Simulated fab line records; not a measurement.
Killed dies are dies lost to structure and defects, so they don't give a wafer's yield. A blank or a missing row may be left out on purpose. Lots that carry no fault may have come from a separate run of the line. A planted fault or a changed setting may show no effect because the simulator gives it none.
Comparing a struck lot with a sound one || flow n5_finfet || 14 steps out of a route of 1938
Sound: these wafers, L302.1, L302.2, L302.3. Struck: wafer L309.6 (L309.1, L309.5, from the same lot, were not struck and are left out); the cause is given at the end.
For every step that has rows: the tool of each side, followed by ch and its chambers, followed by its first start. Under that, the readings that differ: sound wafers || struck wafers || difference of the means || sigmas: that difference in standard deviations of wafers without a fault.
alike: same words and numbers on both sides, and readings whose means sit less than 2 such deviations apart. not compared: any withheld reading, any reading some wafer has no value for, any bound like >300 that may hide the same value, and any number with overlapping values for which the record gives no deviation.
Wherever a step has rows on one side only, a row that says differs or no value, or a row with sigmas, the two part there. Non-overlapping numbers with no deviation appear without sigmas and do not part them. Lack of a reading on every wafer of one side parts them only where that side has two or more wafers.

N5_BEOL_M11_CURE_72: cures SiCOH lowk, time 120 s.
  sound on uv_cure-03 ch 2, day 13 07:37; struck on uv_cure-03 ch 1, day 16 15:56
  alike: lamp_power_pct, wafer_temp_C_max
N5_BEOL_M11_DEGAS_44: time 60 s.
  sound on pvd_sputter-02, day 13 08:18; struck on pvd_sputter-01, day 16 16:36
  alike: heater_power_w
N5_BEOL_M11_PRE_CLEAN_45: time 30 s.
  sound on pvd_sputter-02, day 13 08:20; struck on pvd_sputter-01, day 16 16:38
{"reading": "heater_power_w (W)", "sound": "314 355 369", "struck": 285, "difference": -61, "sigmas": -2}
N5_BEOL_M11_ALD_74: deposits TaN, target thk 2 nm, pulse time 2 s, purge time 3 s.
  sound on ald_metal-03 ch 0,2,3, day 13 08:24; struck on ald_metal-03 ch 1, day 16 16:42
  alike: heater_power_w, precursor_vessel_pressure_torr
then, 5 steps without rows for these wafers: N5_BEOL_M11_SURFACE_TREAT_76; N5_BEOL_M11_CVD_75 (deposits Co from CCTBA/H2, target thk 2 nm, time 138.9 s); N5_BEOL_M11_SPUTTER_48 (material Cu, target thk 12 nm, time 2 s); N5_BEOL_M11_ECD_50 (material Cu, target thk 318 nm); N5_BEOL_M11_ANNEAL_51 (time 90 s).
N5_BEOL_M11_CMP_52: polishes, stops on SiCOH lowk, t overpolish 7 s, target thk 140 nm.
  sound on cmp-01 ch 1,2,3, day 13 09:29; struck on cmp-02 ch 3, day 16 17:58
{"reading": "overpolish_run_s (s)", "sound": "6.983 7.004 7.008", "struck": 7.026, "difference": "+0.028", "sigmas": "+3"}
{"reading": "time_to_endpoint_s (s)", "sound": "69.0 68.4 65.7", "struck": 61.3, "difference": -6.4, "sigmas": -2}
  alike: barrier_field_endpoint_s, motor_current_A, slurry_filter_dp_kPa
N5_BEOL_M11_THK_MEAS_53: measures by xrf.
  sound on film_metro-01, day 13 09:45; struck on film_metro-01, day 16 18:08
  alike: M11_THK
then, 1 step without rows for these wafers: N5_BEOL_M11_PRE_CLEAN_55 (time 15 s).
N5_BEOL_M11_DEP_56: deposits SiCN from 3MS/NH3, target thk 30 nm, time 10.5 s.
  sound on pecvd-02 ch 1,2, day 13 09:49; struck on pecvd-01 ch 1, day 16 18:13
{"reading": "showerhead_plenum_p_Torr (Torr)", "sound": "4.162 4.138 4.160", "struck": 4.190, "difference": "+0.037", "sigmas": "+2"}
{"reading": "model.SiCN_of_BEOL_M11_DEP_56.thk_nm (nm)", "sound": "29.8 30 30.2", "struck": 53.4, "difference": "+23.4", "sigmas": ""}
  alike: showerhead_vpp_V, throttle_valve_pct
N5_BEOL_M11_RS_MEAS_57: measures by four-point-probe.
  sound on film_metro-01, day 13 09:54; struck on film_metro-02, day 16 18:16
  alike: M11_RS

WHERE THEY PART
First at N5_BEOL_M11_PRE_CLEAN_45; last, within this record, at N5_BEOL_M11_DEP_56. Later steps at which nothing parts them and some readings are alike: N5_BEOL_M11_RS_MEAS_57.

WHY: the cause the simulator had injected
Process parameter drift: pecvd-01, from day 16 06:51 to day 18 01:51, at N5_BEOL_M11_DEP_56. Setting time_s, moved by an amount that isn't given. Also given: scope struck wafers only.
